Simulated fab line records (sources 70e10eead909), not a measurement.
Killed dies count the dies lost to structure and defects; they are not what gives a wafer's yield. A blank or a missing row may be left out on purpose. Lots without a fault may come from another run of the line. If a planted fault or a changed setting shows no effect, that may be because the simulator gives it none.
Chamber matching :: flow nandHarc :: 4 sister chambers for NHARC_A_CHANNEL_FILL_D1_ALD_25 on aldHk-03
The step deposits SiOx, target thk 60 nm, pulse time 10 s, ald cycles 600. 18 wafers are shown with their chamber, then 9 later ones without.

== EACH WAFER AND ITS CHAMBER ==
wafer: L075.2
chamber: 3
heaterPowerW (W): 526
precursorPulseHeightRel: 1.000

wafer: L075.5
chamber: 2
heaterPowerW (W): 524
precursorPulseHeightRel: 1.001

wafer: L075.6
chamber: 3
heaterPowerW (W): 506
precursorPulseHeightRel: 1.008

wafer: L076.2
chamber: 3
heaterPowerW (W): 510
precursorPulseHeightRel: 0.960

wafer: L076.1
chamber: 2
heaterPowerW (W): 518
precursorPulseHeightRel: 1.020

wafer: L076.6
chamber: 3
heaterPowerW (W): 516
precursorPulseHeightRel: 1.017

wafer: L081.2
chamber: 3
heaterPowerW (W): 508
precursorPulseHeightRel: 0.990

wafer: L081.3
chamber: 0
heaterPowerW (W): 459
precursorPulseHeightRel: 0.983

wafer: L081.5
chamber: 3
heaterPowerW (W): 494
precursorPulseHeightRel: 0.986

wafer: L079.4
chamber: 0
heaterPowerW (W): 472
precursorPulseHeightRel: 1.006

wafer: L079.2
chamber: 2
heaterPowerW (W): 518
precursorPulseHeightRel: 1.007

wafer: L079.3
chamber: 3
heaterPowerW (W): 507
precursorPulseHeightRel: 1.030

wafer: L082.3
chamber: 3
heaterPowerW (W): 507
precursorPulseHeightRel: 0.965

wafer: L082.2
chamber: 1
heaterPowerW (W): 476
precursorPulseHeightRel: 0.983

wafer: L082.5
chamber: 2
heaterPowerW (W): 499
precursorPulseHeightRel: 1.026

wafer: L084.1
chamber: 1
heaterPowerW (W): 486
precursorPulseHeightRel: 1.023

wafer: L084.2
chamber: 3
heaterPowerW (W): 516
precursorPulseHeightRel: 1.017

wafer: L084.6
chamber: 1
heaterPowerW (W): 478
precursorPulseHeightRel: 0.977

SIGNATURES (means of the wafers above)
reading: heaterPowerW
chamber 0: 465.50
chamber 1: 480.00
chamber 2: 514.75
chamber 3: 510.00
scatter within a chamber: 8.93

reading: precursorPulseHeightRel
chamber 0: 0.99450
chamber 1: 0.99433
chamber 2: 1.01350
chamber 3: 0.99700
scatter within a chamber: 0.0215
Rule: a wafer lies at a distance from a chamber equal to the root of the sum of squares, over the readings, of (its reading less the chamber's mean, divided by the reading's scatter). If the next closest chamber is less than 2 further off than the closest, the wafer can't be placed; otherwise it belongs to the closest. How the scatter is found: for the shown wafers, subtract from each reading the mean of its chamber, square and add these, divide the total by (wafers less chambers), then take the root.

== WAFERS MISSING THEIR CHAMBER ==
wafer: L087.2
heaterPowerW (W): 473
precursorPulseHeightRel: 1.032

wafer: L087.3
heaterPowerW (W): 469
precursorPulseHeightRel: 1.011

wafer: L087.5
heaterPowerW (W): 516
precursorPulseHeightRel: 1.035

wafer: L086.3
heaterPowerW (W): 471
precursorPulseHeightRel: 0.981

wafer: L086.5
heaterPowerW (W): 470
precursorPulseHeightRel: 0.990

wafer: L086.6
heaterPowerW (W): 473
precursorPulseHeightRel: 0.983

wafer: L096.2
heaterPowerW (W): 485
precursorPulseHeightRel: 1.004

wafer: L096.3
heaterPowerW (W): 453
precursorPulseHeightRel: 1.008

wafer: L096.6
heaterPowerW (W): 492
precursorPulseHeightRel: 0.990

== CHAMBER TAKEN BY EACH ==
wafer: L087.2
from the rows above: can't be placed: 1 or 0
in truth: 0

wafer: L087.3
from the rows above: can't be placed: 0 or 1
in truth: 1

wafer: L087.5
from the rows above: can't be placed: 2 or 3
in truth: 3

wafer: L086.3
from the rows above: can't be placed: 0 or 1
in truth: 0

wafer: L086.5
from the rows above: can't be placed: 0 or 1
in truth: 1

wafer: L086.6
from the rows above: can't be placed: 1 or 0
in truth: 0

wafer: L096.2
from the rows above: can't be placed: 1 or 0
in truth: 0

wafer: L096.3
from the rows above: can't be placed: 0 or 1
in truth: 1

wafer: L096.6
from the rows above: can't be placed: 1 or 3 or 2 or 0
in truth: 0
Correctly placed: 0 of 9. Not placeable from these rows: 9 (in 9, the candidates include the true chamber). 0 placed wrongly.
